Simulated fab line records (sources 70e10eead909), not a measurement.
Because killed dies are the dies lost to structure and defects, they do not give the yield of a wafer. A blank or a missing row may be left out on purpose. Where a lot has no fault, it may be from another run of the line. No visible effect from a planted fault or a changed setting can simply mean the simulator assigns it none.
Matching of chambers | flow nand-harc | NHARC_A_STAIRCASE_DESCUM_186 on rie-diel-09: 4 sister chambers
The step chemistry O2, time 3 s. 16 wafers are shown with their chamber, then 8 later ones without.

EACH WAFER AND ITS CHAMBER
wafer  | chamber | showerhead-plenum-p-Torr (Torr) | rf-vpp-V (V) | throttle-valve-pct (%)
L077.4 | 2       | 1.85                            | 57.1         | 11.318
L077.5 | 3       | 1.99                            | 57.9         | 11.309
L077.6 | 2       | 1.85                            | 57.1         | 11.307
L076.1 | 0       | 1.88                            | 57.6         | 11.308
L076.4 | 2       | 1.85                            | 57.4         | 11.305
L076.5 | 0       | 1.88                            | 57.8         | 11.307
L085.1 | 3       | 1.99                            | 57.6         | 11.300
L085.3 | 2       | 1.84                            | 57.5         | 11.306
L085.4 | 0       | 1.88                            | 55.9         | 11.310
L084.1 | 1       | 1.99                            | 58.1         | 11.300
L084.5 | 1       | 1.99                            | 58.4         | 11.307
L084.6 | 0       | 1.88                            | 57.7         | 11.311
L088.1 | 2       | 1.84                            | 57.7         | 11.305
L088.4 | 1       | 1.99                            | 57.4         | 11.312
L088.5 | 0       | 1.87                            | 58.1         | 11.302
L090.1 | 0       | 1.87                            | 58.5         | 11.325

SIGNATURES, as means of the wafers listed above
reading                  | chamber 0 | chamber 1 | chamber 2 | chamber 3 | scatter within a chamber
showerhead-plenum-p-Torr | 1.8767    | 1.9900    | 1.8460    | 1.9900    | 0.00459
rf-vpp-V                 | 57.600    | 57.967    | 57.360    | 57.750    | 0.635
throttle-valve-pct       | 11.31050  | 11.30633  | 11.30820  | 11.30450  | 0.00669
Rule: distance of a wafer from a chamber = root of the sum over the readings of ((wafer's reading minus chamber's mean) / reading's scatter) squared. The wafer belongs to the nearest chamber; if the next one is less than 2 further off, it can't be placed. How the scatter is found: for the shown wafers, subtract from each reading the mean of its chamber, square and add these, divide the total by (wafers less chambers), then take the root.

WAFERS WITHOUT THEIR CHAMBER
wafer  | showerhead-plenum-p-Torr (Torr) | rf-vpp-V (V) | throttle-valve-pct (%)
L090.4 | 1.87                            | 56.8         | 11.305
L090.6 | 1.98                            | 57.1         | 11.312
L093.1 | 1.87                            | 58.5         | 11.326
L093.2 | 1.98                            | 58.8         | 11.293
L093.5 | 1.98                            | 59.2         | 11.314
L097.2 | 1.98                            | 57.9         | 11.308
L097.4 | 1.86                            | 56.7         | 11.306
L097.6 | 1.97                            | 57.9         | 11.320

WHICH CHAMBER EACH WENT THROUGH
wafer  | from the rows above     | in truth
L090.4 | 0                       | 0
L090.6 | can't be placed: 3 or 1 | 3
L093.1 | 0                       | 0
L093.2 | can't be placed: 3 or 1 | 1
L093.5 | can't be placed: 1 or 3 | 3
L097.2 | can't be placed: 1 or 3 | 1
L097.4 | can't be placed: 2 or 0 | 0
L097.6 | can't be placed: 1 or 3 | 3
Correct placement for 2 of the 8. Unplaceable from these rows: 6, with the true chamber sitting among the candidates in 6. 0 placed wrongly.
